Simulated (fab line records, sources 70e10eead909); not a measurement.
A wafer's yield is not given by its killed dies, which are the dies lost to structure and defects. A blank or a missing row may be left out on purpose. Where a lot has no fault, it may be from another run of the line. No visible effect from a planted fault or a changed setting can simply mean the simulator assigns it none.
One fault seen from 2 desks | flow nand harc | only its own numbers are on each desk; what lay behind them is given at the end

AT THE TOOL OWNER'S DESK: litho track-04
Per lot that ran on this tool, the mean of the sampled wafers carrying a number, from the tool's own readings at NHARC_A_BLC_SOFTBAKE_05 (time 55 s). Any lot whose mean is over 4 standard deviations away from the usual mean is out of limits and marked OUT; that distance is given in the brackets.
Columns: A = heater power total W at NHARC_A_BLC_SOFTBAKE_05, usual 188.44 W
lot  | first seen here | A
L867 | day 22 16:00    | 188.43
L870 | day 23 13:00    | 188.51
L871 | day 23 15:00    | 188.54
L876 | day 26 05:00    | 188.32
L877 | day 26 22:00    | 188.39
L878 | day 27 18:00    | 188.43
L883 | day 28 23:00    | 199.80 (+87) OUT
L884 | day 29 00:00    | 199.72 (+87) OUT
This desk's finding: out of limits on L883, L884; first on L883, day 28 23:00 (heater power total W at NHARC_A_BLC_SOFTBAKE_05). L867, L870, L871, L876, L877, L878 stayed within limits.

THE DEFECT DESK
For each lot, the counts of the inspections along the route, averaged over the sampled wafers that have a number. Any lot whose mean is over 4 standard deviations away from the usual mean is out of limits and marked OUT; that distance is given in the brackets.
Columns: A = raw defect count at NHARC_A_BLC_INSPECT_12, usual 87
lot  | first seen here | A
L867 | day 22 16:41    | 74
L869 | day 23 08:12    | 161
L870 | day 23 14:01    | 112
L871 | day 23 16:08    | 68
L872 | day 24 19:47    | 85
L875 | day 25 19:55    | 33
L876 | day 26 06:21    | 36
L877 | day 26 23:06    | 144
L878 | day 27 19:28    | 57
L883 | day 28 23:47    | 150
L884 | day 29 00:59    | 28
L890 | day 31 02:25    | 116
L889 | day 31 08:32    | 71
This desk's finding: nothing out of limits on any of the 13 lots.

BROUGHT TOGETHER
The tool owner's desk could have raised an alarm at day 28 23:00, on L883, L884.
The defect desk saw nothing out of limits.
The defect desk has L883, L884 on record, within its limits.
All the named lots went through NHARC_A_BLC_SOFTBAKE_05 on litho track-04.

WHAT THE SIMULATOR HAD INSERTED
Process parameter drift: litho track-04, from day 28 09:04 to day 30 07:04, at NHARC_A_BLC_SOFTBAKE_05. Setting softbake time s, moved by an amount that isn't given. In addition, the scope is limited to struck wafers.
Lots struck among those shown: L883, L884.
How many hours passed from the start of the fault until each desk's first out-of-limits reading: the tool owner's desk, 14.
